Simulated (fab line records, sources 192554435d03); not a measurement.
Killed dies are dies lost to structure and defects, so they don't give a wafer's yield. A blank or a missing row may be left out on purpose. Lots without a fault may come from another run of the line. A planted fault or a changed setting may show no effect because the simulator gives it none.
fab line records | flow n5_finfet | part 2 of 2: steps 5 to 6 of 6
record lots=23 wafers=69 last_day=17
route steps=1938 shown BEOL_M5@1127
lots that met no fault: from a run of the same line without faults
start_h: hours from the record's first day to the start of the lot's first wafer shown | wait_h: hours since the lot's step before | " the same as in the row above | L1.1+2: a row that stands for several wafers | - no value, or no start given | * or withheld: withheld | < > ~ a bound
route shown NAME@n: a module of which the file shows steps, and the number in the route of the first | usual: mean/standard deviation of fault-free wafers | same: alike in all rows | chamber/n: place in a boat | sites: the reading at each site | _std_site: their standard deviation | _edge_site: outer sites' mean less inner sites' | radius_mm: how far each site lies from the wafer's centre | mask NAME#n: copy n | behind: the tool/chamber that last shaped the wafer | hold: why the lot was held/for how many hours/how that ended | device: the transistor (n, p or np) that didn't switch | end of line: the same wafers' tests at the end of the route | a step without rows: its recipe alone | killed: dies lost to structure and defects at the first sort, not the wafer's yield | map: a wafer's dies, x killed, . not, _ none there
set.NAME: the setting as run; set.NAME@STEP: as run at that earlier step | model.NAME: the simulator's own value behind a step, which no gauge read
steps of the route over a sample of lots; a table a step, a row a wafer
services: from which hour (start_h, from the record's first day; less than 0 if before it) a tool's chamber was out of use, for how many hours, and why
## steps
# step N5_BEOL_M5_TRENCH_ETCH_37
# recipe chemistry=C4F6/O2 target_depth_a=716.52 target=SiCOH_lowk time_s=24.7 ion_energy_ev=250 pressure_mtorr=30 source_w=345 bias_w=185 Ar_flow_sccm=300 C4F6_flow_sccm=10 O2_flow_sccm=10
# usual drypump_motor_current_A=5.8/0.56 oes_product_au=0.78/0.088 rf_vpp_V=662/16 showerhead_plenum_p_Torr=2.90/0.076 throttle_valve_pct=20.89/0.19
# columns lot.wafer tool chamber start_h wait_h drypump_motor_current_A oes_product_au rf_hours_counter_h rf_vpp_V showerhead_plenum_p_Torr throttle_valve_pct
L074.1 rie_diel-02 2 - - 6.4 0.71 203 638 2.82 21.07
L074.4 " 0 " " 5.0 0.70 225 654 2.93 21.00
L074.6 " 2 " " 6.5 0.71 - 638 2.82 21.06
L075.1 rie_diel-03 2 - - 4.9 0.91 10 658 2.82 20.78
L075.4 " 0 " " 6.8 0.75 118 651 2.89 21.07
L075.6 " 2 " " 4.8 0.91 - 659 2.82 20.77
L076.2 rie_diel-01 3 - - 6.3 0.72 188 666 2.82 20.82
L076.3 " 2 " " 5.7 0.71 197 700 2.94 20.58
L076.4 " 0 " " 5.8 0.90 25 666 2.90 20.92
L077.2 rie_diel-01 0 - - 5.8 0.91 26 666 2.90 20.91
L077.3 " 3 " " 6.3 0.73 189 667 2.82 20.84
L077.5 " 1 " " 5.9 0.86 - 684 3.01 20.77
L078.1 rie_diel-02 1 - - 5.7 0.75 160 663 2.83 20.59
L078.2 " 3 " " 5.6 0.97 7 644 3.04 20.64
L078.3 " 2 " " 6.5 0.71 210 639 2.82 21.07
L079.3 rie_diel-03 3 - - 5.9 0.71 183 685 2.92 20.99
L079.4 " 2 " " 4.9 0.89 - 659 2.81 20.79
L079.5 " 3 " " 5.9 0.71 - 687 2.92 20.98
L080.2 rie_diel-03 1 - - 6.1 0.73 174 660 2.98 21.16
L080.3 " 2 " " 4.9 0.89 19 659 2.81 20.78
L080.6 " 2 " " 4.9 0.88 - 658 2.81 20.78
L082.1 rie_diel-03 0 - - 6.7 0.75 127 652 2.88 21.09
L082.4 " 3 " " 5.9 0.70 186 685 2.92 20.98
L082.5 " 0 " " 6.7 0.76 - 652 2.88 21.08
L081.2 rie_diel-01 2 - - 5.7 0.72 205 700 2.93 20.58
L081.3 " 1 " " 5.9 0.87 55 686 3.01 20.79
L081.4 " 2 " " 5.7 0.72 - 699 2.93 20.59
L083.1 rie_diel-02 3 - - 5.6 0.94 12 646 3.04 20.65
L083.5 " 2 " " 6.4 0.71 - 639 2.82 21.11
L083.6 " 3 " " 5.6 0.94 - 645 3.04 20.64
L084.1 rie_diel-03 3 - - 5.9 0.70 193 687 2.92 21.00
L084.2 " 0 " " 6.7 0.74 135 651 2.88 21.11
L084.4 " 2 " " 4.8 0.86 27 659 2.81 20.82
L086.1 rie_diel-03 2 - - 4.8 0.86 31 659 2.81 20.81
L086.2 " 1 " " 6.1 0.72 188 657 2.97 21.18
L086.4 " 3 " " 6.0 0.71 197 684 2.92 21.00
L085.3 rie_diel-02 1 - - 5.8 0.73 176 664 2.83 20.63
L085.4 " 1 " " 5.7 0.74 - 663 2.83 20.62
L085.5 " 3 " " 5.6 0.92 - 646 3.03 20.66
L087.2 rie_diel-03 2 - - 4.9 0.86 34 659 2.81 20.82
L087.4 " 1 " " 6.0 0.72 190 658 2.97 21.17
L087.5 " 3 " " 5.9 0.70 - 684 2.92 21.01
L088.3 rie_diel-01 3 - - 6.3 0.72 210 667 2.81 20.85
L088.4 " 1 " " 5.9 0.83 69 682 3.00 20.81
L088.5 " 3 " " 6.3 0.71 - 666 2.81 20.87
L091.3 rie_diel-02 1 - - 5.8 0.73 186 663 2.82 20.64
L091.4 " 3 " " 5.6 0.89 - 645 3.03 20.67
L091.5 " 2 " " 6.5 0.69 - 639 2.81 21.10
L090.1 rie_diel-03 0 - - 6.7 0.74 147 652 2.87 21.10
L090.4 " 2 " " 4.9 0.85 40 659 2.80 20.83
L090.5 " 2 " " 4.8 0.84 - 659 2.80 20.83
L092.1 rie_diel-02 3 - - 5.6 0.90 36 646 3.03 20.67
L092.2 " 1 " " 5.8 0.73 188 663 2.82 20.64
L092.5 " 2 " " 6.5 0.69 - 638 2.81 21.10
L093.3 rie_diel-03 0 - - 6.8 0.73 151 653 2.87 21.12
L093.4 " 2 " " 4.9 0.83 - 657 2.80 20.82
L093.6 " 0 " " 6.7 0.73 - 651 2.87 21.12
L094.1 rie_diel-03 1 - - 6.1 0.70 205 657 2.97 21.20
L094.4 " 3 " " 6.0 0.69 211 686 2.91 21.02
L094.5 " 2 " " 4.8 0.83 - 658 2.80 20.83
L095.1 rie_diel-02 1 - - 5.8 0.72 199 661 2.82 20.67
L095.4 " 3 " " 5.6 0.88 46 644 3.02 20.71
L095.6 " 2 " " 6.5 0.68 - 638 2.80 21.12
L096.3 rie_diel-03 0 - - 6.7 0.71 157 652 2.87 21.11
L096.5 " 3 " " 5.9 0.69 - 685 2.91 21.03
L096.6 " 2 " " 4.9 0.82 - 660 2.80 20.85
L097.1 rie_diel-02 3 - - 5.5 0.88 47 645 3.02 20.71
L097.2 " 2 " " 6.5 0.68 241 637 2.80 21.12
L097.5 " 3 " " 5.6 0.87 - 644 3.02 20.67
# step N5_BEOL_M5_ETCH_41
# recipe chemistry=CH3F/O2 target=SiCN target_depth_a=315 taper_deg=2 time_s=56.7 ion_energy_ev=120 mask_material=TiN pressure_mtorr=30 source_w=395 bias_w=75 Ar_flow_sccm=150 CH3F_flow_sccm=30 O2_flow_sccm=20
# usual drypump_motor_current_A=5.8/0.56 oes_product_au=0.78/0.087 rf_vpp_V=298.0/1.3 showerhead_plenum_p_Torr=2.04/0.055 throttle_valve_pct=16.29/0.19
# columns lot.wafer tool chamber start_h wait_h drypump_motor_current_A oes_product_au rf_hours_counter_h rf_vpp_V showerhead_plenum_p_Torr throttle_valve_pct
L074.1 rie_diel-02 2 - - 6.4 0.71 203 297.7 1.98 16.50
L074.4 " 0 " " 5.1 0.70 225 299.6 2.06 16.42
L074.6 " 2 " " 6.4 0.70 - 296.0 1.98 16.48
L075.1 rie_diel-03 2 - - 4.9 0.90 10 297.1 1.98 16.11
L075.4 " 0 " " 6.8 0.76 118 297.6 2.03 16.40
L075.6 " 2 " " 4.8 0.92 - 298.3 1.98 16.10
L076.2 rie_diel-01 3 - - 6.3 0.73 188 298.9 1.99 16.31
L076.3 " 2 " " 5.7 0.72 197 299.7 2.07 16.09
L076.4 " 0 " " 5.8 0.90 25 298.3 2.03 16.25
L077.2 rie_diel-01 0 - - 5.8 0.90 26 298.9 2.03 16.26
L077.3 " 3 " " 6.3 0.73 189 296.7 1.99 16.33
L077.5 " 1 " " 5.9 0.87 - 299.1 2.12 16.15
L078.1 rie_diel-02 1 - - 5.8 0.75 160 297.5 1.99 16.07
L078.2 " 3 " " 5.6 0.98 7 300.4 2.14 15.97
L078.3 " 2 " " 6.5 0.70 210 296.3 1.98 16.50
L079.3 rie_diel-03 3 - - 6.0 0.71 183 297.1 2.06 16.44
L079.4 " 2 " " 4.9 0.89 - 296.6 1.97 16.13
L079.5 " 3 " " 6.0 0.71 - 299.0 2.06 16.45
L080.2 rie_diel-03 1 - - 6.1 0.73 174 299.3 2.09 16.53
L080.3 " 2 " " 4.9 0.89 19 296.7 1.97 16.13
L080.6 " 2 " " 4.9 0.89 - 296.7 1.97 16.12
L082.1 rie_diel-03 0 - - 6.7 0.75 127 298.5 2.03 16.41
L082.4 " 3 " " 5.9 0.71 186 299.9 2.06 16.44
L082.5 " 0 " " 6.7 0.75 - 298.9 2.03 16.41
L081.2 rie_diel-01 2 - - 5.7 0.72 205 297.2 2.06 16.09
L081.3 " 1 " " 5.9 0.86 55 299.6 2.12 16.17
L081.4 " 2 " " 5.7 0.72 - 299.9 2.06 16.09
L083.1 rie_diel-02 3 - - 5.6 0.95 12 298.4 2.14 15.99
L083.5 " 2 " " 6.4 0.71 - 297.6 1.98 16.52
L083.6 " 3 " " 5.6 0.94 - 299.5 2.14 15.98
L084.1 rie_diel-03 3 - - 5.9 0.71 193 298.1 2.06 16.45
L084.2 " 0 " " 6.7 0.74 135 296.4 2.02 16.44
L084.4 " 2 " " 4.9 0.87 27 296.7 1.97 16.15
L086.1 rie_diel-03 2 - - 4.9 0.86 31 297.2 1.97 16.16
L086.2 " 1 " " 6.1 0.72 188 298.0 2.09 16.53
L086.4 " 3 " " 6.0 0.70 197 297.9 2.05 16.48
L085.3 rie_diel-02 1 - - 5.7 0.73 176 295.7 1.99 16.12
L085.4 " 1 " " 5.7 0.73 - 297.5 1.99 16.12
L085.5 " 3 " " 5.6 0.91 - 300.1 2.14 16.02
L087.2 rie_diel-03 2 - - 4.9 0.85 34 296.2 1.97 16.16
L087.4 " 1 " " 6.1 0.71 191 298.8 2.09 16.55
L087.5 " 3 " " 6.0 0.70 - 298.0 2.05 16.47
L088.3 rie_diel-01 3 - - 6.3 0.72 210 296.4 1.98 16.36
L088.4 " 1 " " 5.9 0.84 69 299.7 2.12 16.18
L088.5 " 3 " " 6.3 0.72 - 296.7 1.98 16.35
L091.3 rie_diel-02 1 - - 5.7 0.73 186 295.7 1.99 16.13
L091.4 " 3 " " 5.6 0.90 - 300.6 2.13 16.01
L091.5 " 2 " " 6.5 0.70 - 297.9 1.97 16.54
L090.1 rie_diel-03 0 - - 6.7 0.74 147 297.8 2.02 16.45
L090.4 " 2 " " 4.9 0.85 40 297.3 1.97 16.18
L090.5 " 2 " " 4.9 0.83 - 295.7 1.97 16.17
L092.1 rie_diel-02 3 - - 5.6 0.89 36 301.3 2.13 16.04
L092.2 " 1 " " 5.8 0.73 188 297.4 1.99 16.14
L092.5 " 2 " " 6.5 0.70 - 296.1 1.97 16.55
L093.3 rie_diel-03 0 - - 6.7 0.73 151 298.0 2.02 16.47
L093.4 " 2 " " 4.9 0.83 - 295.6 1.96 16.17
L093.6 " 0 " " 6.7 0.73 - 297.3 2.02 16.47
L094.1 rie_diel-03 1 - - 6.1 0.70 205 298.9 2.08 16.58
L094.4 " 3 " " 5.9 0.69 211 297.7 2.05 16.50
L094.5 " 2 " " 4.9 0.82 - 298.2 1.96 16.18
L095.1 rie_diel-02 1 - - 5.7 0.72 199 296.3 1.98 16.14
L095.4 " 3 " " 5.6 0.88 46 300.5 2.13 16.04
L095.6 " 2 " " 6.4 0.69 - 296.0 1.97 16.55
L096.3 rie_diel-03 0 - - 6.7 0.73 157 297.2 2.02 16.46
L096.5 " 3 " " 6.0 0.69 - 297.8 2.05 16.49
L096.6 " 2 " " 4.9 0.83 - 296.1 1.96 16.19
L097.1 rie_diel-02 3 - - 5.6 0.87 47 299.4 2.13 16.06
L097.2 " 2 " " 6.5 0.68 241 297.8 1.97 16.56
L097.5 " 3 " " 5.6 0.88 - 300.2 2.13 16.05
## services
# columns tool chamber start_h hours kind
rie_diel-02 3 147.89 - clean
rie_diel-02 3 147.89 - consumable_replace:esc
rie_diel-02 3 147.89 - consumable_replace:focus_ring
rie_diel-02 3 147.89 - consumable_replace:showerhead
rie_diel-02 3 147.89 19.6 scheduled_down
rie_diel-02 3 147.89 19.6 vent_cycle
rie_metal-01 1 153.13 - clean
rie_metal-01 1 153.13 13.4 scheduled_down
rie_metal-01 1 153.13 13.4 vent_cycle
rie_diel-03 - 172.67 0.3 repair
rie_diel-03 1 193.13 8.5 repair
rie_metal-02 - 224.92 2.8 pm
rie_metal-02 - 229.67 6.9 repair
rie_metal-03 - 234.15 2.8 pm
rie_diel-03 - 236.51 0.3 repair
rie_diel-02 2 244.08 21.0 repair
rie_diel-03 0 253.64 2.0 repair
rie_diel-02 0 254.95 14.4 repair
rie_diel-02 3 282.57 1.5 repair
rie_diel-03 3 285.32 6.0 repair
rie_diel-01 - 290.73 2.8 pm
rie_diel-01 2 293.58 40.7 repair
rie_metal-02 1 299.83 - clean
rie_metal-02 1 299.83 32.6 scheduled_down
